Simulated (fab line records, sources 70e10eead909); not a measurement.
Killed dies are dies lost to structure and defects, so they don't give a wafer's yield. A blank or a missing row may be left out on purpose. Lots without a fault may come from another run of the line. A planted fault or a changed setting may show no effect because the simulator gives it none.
A struck lot beside a sound one | flow nand_harc | 14 steps out of a route of 1302
Sound: wafers L245.1, L245.3, L245.6. Struck: wafers L254.2, L254.4, L254.5. The cause comes at the end.
At each step with rows: each side's tool, then ch and its chambers, then its first start. Under that, the readings that differ: sound wafers | struck wafers | difference of the means | sigmas: that difference in standard deviations of wafers without a fault.
alike: readings whose means differ by less than 2 such deviations, and words and numbers that are the same on both sides. not compared: withheld readings, readings that some wafer has no value for, bounds like >300 that may hide the same value, and numbers for which the record gives no deviation and whose values overlap.
The two part at a step that has a row with sigmas, a row that says differs or no value, or rows on one side only. Numbers that don't overlap but have no deviation are shown without sigmas and don't part them. A reading that every wafer of one side lacks parts them only if that side has two wafers or more.

NHARC_A_M1_INSPECT_27:
  sound on defect_inspect-02, day 23 19:46; struck on defect_inspect-02, day 28 01:23
  alike: raw_defect_count
NHARC_A_M1_PRE_CLEAN_32: time 12 s.
  sound on pecvd-02 ch 1,2, day 23 19:50; struck on pecvd-04 ch 0,2, day 28 01:28
  alike: heater_power_w
  not compared: since_wet_clean_h
NHARC_A_M1_DEP_33: deposits SiCN, target thk 30 nm.
  sound on pecvd-02 ch 1,2, day 23 19:55; struck on pecvd-04 ch 0,2, day 28 01:32
  alike: heater_power_w
  not compared: since_wet_clean_h
NHARC_A_BONDPAD_DEP_00: deposits SiCN, target thk 250 nm.
  sound on pecvd-02 ch 0,1,2; struck on pecvd-03 ch 0,1,2, day 28 02:08
  alike: heater_power_w
  not compared: since_wet_clean_h
NHARC_A_BONDPAD_CMP_29: polishes SiCN, target thk 200 nm.
  sound on cmp-04 ch 2,3, day 23 20:54; struck on cmp-04 ch 0,1,2, day 28 02:33
  alike: motor_current_A
NHARC_A_BONDPAD_THK_MEAS_30: measures by ellipsometry.
  sound on film_metro-02, day 23 21:08; struck on film_metro-01, day 28 02:45
  alike: thk_nm
then, 5 steps without rows for these wafers: NHARC_A_BONDPAD_SRD_31; NHARC_A_BONDPAD_DEHYDRATE_01 (time 120 s); NHARC_A_BONDPAD_HMDS_02 (time 30 s); NHARC_A_BONDPAD_COAT_33 (time 65 s); NHARC_A_BONDPAD_COAT_03 (resist thk 600 nm).
NHARC_A_BONDPAD_SOFTBAKE_04: time 70 s.
  sound on litho_track-02 ch 0, day 23 21:00; struck on litho_track-07 ch 0, day 28 02:00
  reading                  | sound             | struck            | difference | sigmas
  heater_power_total_W (W) | 200.6 202.4 202.7 | 209.9 210.5 210.8 | +8.5       | +7
then, 1 step without rows for these wafers: NHARC_A_BONDPAD_EBR_05.
NHARC_END_SORT_01:
  sound on prober-01 ch 0, day 25 11:56; struck on prober-02 ch 0, day 29 11:16
  reading                  | sound       | struck   | difference | sigmas
  defect_limited_yield (%) | 84 82 84    | 93 94 93 | +10        | +3
  killed_at_array          | 95 114 106  | 44 38 42 | -64        | -3
  killed_dies              | 105 120 110 | 49 42 46 | -66        | -3
  alike: killed_at_other, killed_at_periphery, killed_open, killed_short

WHERE THEY PART
First at NHARC_A_BONDPAD_SOFTBAKE_04; last, within this record, at NHARC_END_SORT_01.

WHY: what the simulator had put in
Process parameter drift: litho_track-07, from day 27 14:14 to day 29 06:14, at NHARC_A_BONDPAD_SOFTBAKE_04. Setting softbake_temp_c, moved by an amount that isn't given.
